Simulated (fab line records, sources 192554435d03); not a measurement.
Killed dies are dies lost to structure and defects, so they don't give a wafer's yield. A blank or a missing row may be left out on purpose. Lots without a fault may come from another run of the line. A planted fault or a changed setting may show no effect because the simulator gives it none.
Split-lot experiment | flow n5_finfet | 7 lots, 39 wafers read, on a route of 1938 steps

THE SPLIT
At N5_WELL_APT_EPI_41 (deposits Si from SiH4/H2, target thk 50 nm, time 297.7 s), the setting time_s was moved away from the recipe's 297.7 s on 18 of the 39 wafers read, by -7.9% to +5.5%. The other wafers ran this setting at the recipe's value.

The reading is taken at the split's own step.

THE READING
Si_of_WELL_APT_EPI_41.thk_nm (the simulator's own value, which no gauge read), in nm, at N5_WELL_APT_EPI_41 (deposits Si from SiH4/H2, target thk 50 nm, time 297.7 s). The file gives no usual value for it. The 21 wafers here that ran the recipe average 49.84 nm, standard deviation 0.34 nm.

wafer  | tool, chamber at the split | time_s as run, s | against the recipe | Si_of_WELL_APT_EPI_41.thk_nm, nm | against lot-mates on the recipe
L076.1 | epi_rpcvd-02, 0            | 297.7            | recipe             | 50.08                            | -
L076.2 | epi_rpcvd-02, 0            | 283              | -4.9%              | 47.82                            | -2.06
L076.3 | epi_rpcvd-02, 0            | 283              | -4.9%              | 47.74                            | -2.14
L076.4 | epi_rpcvd-02, 0            | 297.7            | recipe             | 49.78                            | -
L076.5 | epi_rpcvd-02, 0            | 297.7            | recipe             | 49.78                            | -
L076.6 | epi_rpcvd-02, 0            | 283              | -4.9%              | 48.14                            | -1.74
L080.1 | epi_rpcvd-01, 0            | 297.7            | recipe             | 50.28                            | -
L080.2 | epi_rpcvd-01, 0            | 297.7            | recipe             | 49.86                            | -
L080.3 | epi_rpcvd-01, 0            | 274.2            | -7.9%              | 45.65                            | -4.35
L080.4 | epi_rpcvd-01, 0            | 274.2            | -7.9%              | 45.34                            | -4.66
L080.5 | epi_rpcvd-01, 0            | 274.2            | -7.9%              | 46.17                            | -3.83
L080.6 | epi_rpcvd-01, 0            | 297.7            | recipe             | 49.87                            | -
L082.1 | epi_rpcvd-01, 0            | 281              | -5.6%              | 48.07                            | -2.25
L082.2 | epi_rpcvd-01, 0            | 297.7            | recipe             | 50.47                            | -
L082.3 | epi_rpcvd-01, 0            | 281              | -5.6%              | 47.1                             | -3.22
L082.4 | epi_rpcvd-01, 0            | 281              | -5.6%              | 47.18                            | -3.14
L082.5 | epi_rpcvd-01, 0            | 297.7            | recipe             | 50.03                            | -
L082.6 | epi_rpcvd-01, 0            | 297.7            | recipe             | 50.46                            | -
L083.1 | epi_rpcvd-02, 0            | 313.7            | +5.4%              | 51.67                            | +2.16
L083.2 | epi_rpcvd-02, 0            | 297.7            | recipe             | 49.39                            | -
L083.3 | epi_rpcvd-02, 0            | 313.7            | +5.4%              | 52.29                            | +2.78
L083.4 | epi_rpcvd-02, 0            | 297.7            | recipe             | 49.51                            | -
L083.5 | epi_rpcvd-02, 0            | 297.7            | recipe             | 49.62                            | -
L083.6 | epi_rpcvd-02, 0            | 313.7            | +5.4%              | 52.93                            | +3.42
L085.2 | epi_rpcvd-01, 0            | 297.7            | recipe             | 49.95                            | -
L085.3 | epi_rpcvd-01, 0            | 297.7            | recipe             | 49.03                            | -
L085.6 | epi_rpcvd-01, 0            | 297.7            | recipe             | 49.76                            | -
L094.1 | epi_rpcvd-04, 0            | 314.2            | +5.5%              | 53.01                            | +3.31
L094.2 | epi_rpcvd-04, 0            | 314.2            | +5.5%              | 51.94                            | +2.24
L094.3 | epi_rpcvd-04, 0            | 297.7            | recipe             | 49.75                            | -
L094.4 | epi_rpcvd-04, 0            | 297.7            | recipe             | 49.7                             | -
L094.5 | epi_rpcvd-04, 0            | 314.2            | +5.5%              | 52.72                            | +3.02
L094.6 | epi_rpcvd-04, 0            | 297.7            | recipe             | 49.66                            | -
L095.1 | epi_rpcvd-02, 0            | 297.7            | recipe             | 50.19                            | -
L095.2 | epi_rpcvd-02, 0            | 281.2            | -5.5%              | 46.98                            | -2.92
L095.3 | epi_rpcvd-02, 0            | 281.2            | -5.5%              | 46.98                            | -2.92
L095.4 | epi_rpcvd-02, 0            | 281.2            | -5.5%              | 47.02                            | -2.88
L095.5 | epi_rpcvd-02, 0            | 297.7            | recipe             | 49.49                            | -
L095.6 | epi_rpcvd-02, 0            | 297.7            | recipe             | 50.02                            | -

THE FIT
A straight line over all 39 wafers: Si_of_WELL_APT_EPI_41.thk_nm changes by +0.478 nm for each +1% of time_s; r = +0.98; the points scatter about the line by 0.41 nm.
The same after taking each lot's own level away (the mean of its wafers on the recipe; 39 wafers): +0.513 nm for each +1%; r = +0.99; scatter 0.35 nm.
On that fit, the largest move of time_s shifts the reading by 4 nm.
The lots' own levels span 49.507 to 50.320 nm, that is 2.4 times the standard deviation above.
So the lot-to-lot level changes the slope little: the two slopes agree.
Check: with one of the wafers moved furthest among these (-7.9%) left out of the fit, the line predicts -3.99 nm for it against its lot-mates. It came out at -4.35 nm against them.

THE FILE'S OWN FIT
Si_of_WELL_APT_EPI_41.thk_nm changes by +0.512 nm for each +1% of time_s, r = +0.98.
